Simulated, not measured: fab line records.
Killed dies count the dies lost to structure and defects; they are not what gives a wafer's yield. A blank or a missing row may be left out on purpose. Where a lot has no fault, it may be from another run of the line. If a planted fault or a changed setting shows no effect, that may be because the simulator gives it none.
Chamber matching :: flow nand harc :: NHARC_P_M1_DESCUM_14 on rie diel-07: 4 sister chambers
The step chemistry O2, time 3 s. 4 wafers are shown with their chamber, then 7 later ones without.

== WAFERS, EACH WITH ITS CHAMBER ==
wafer: L078.6
chamber: 1
drypump motor current A (A): 6.4

wafer: L079.2
chamber: 3
drypump motor current A (A): 5.2

wafer: L084.3
chamber: 2
drypump motor current A (A): 6.4

wafer: L084.5
chamber: 0
drypump motor current A (A): 5.4

== WAFERS WHOSE CHAMBER IS MISSING ==
wafer: L084.6
drypump motor current A (A): 5.2

wafer: L088.4
drypump motor current A (A): 6.3

wafer: L088.5
drypump motor current A (A): 5.4

wafer: L088.6
drypump motor current A (A): 5.2

wafer: L093.2
drypump motor current A (A): 5.2

wafer: L093.3
drypump motor current A (A): 5.4

wafer: L093.5
drypump motor current A (A): 5.2

== EACH ONE'S CHAMBER ==
wafer: L084.6
from the rows above: 3
in truth: 3

wafer: L088.4
from the rows above: can't be placed: 1 or 2
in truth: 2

wafer: L088.5
from the rows above: 0
in truth: 0

wafer: L088.6
from the rows above: 3
in truth: 3

wafer: L093.2
from the rows above: 3
in truth: 3

wafer: L093.3
from the rows above: 0
in truth: 0

wafer: L093.5
from the rows above: 3
in truth: 3
Correctly placed: 6 of 7. Unplaceable from these rows: 1, with the true chamber sitting among the candidates in 1. Wrongly placed: 0.
How it was worked out, from the rows above alone: a wafer's distance from a chamber is the root of the sum, over the readings, of the square of ((its reading less the chamber's mean) divided by the reading's scatter). The wafer belongs to the nearest chamber; if the next one is less than 2 further off, it can't be placed. A chamber's mean is the mean of its shown wafers. The scatter: with one shown wafer a chamber, the root of the mean of the squares of how far each hidden wafer lies from its nearest shown one.
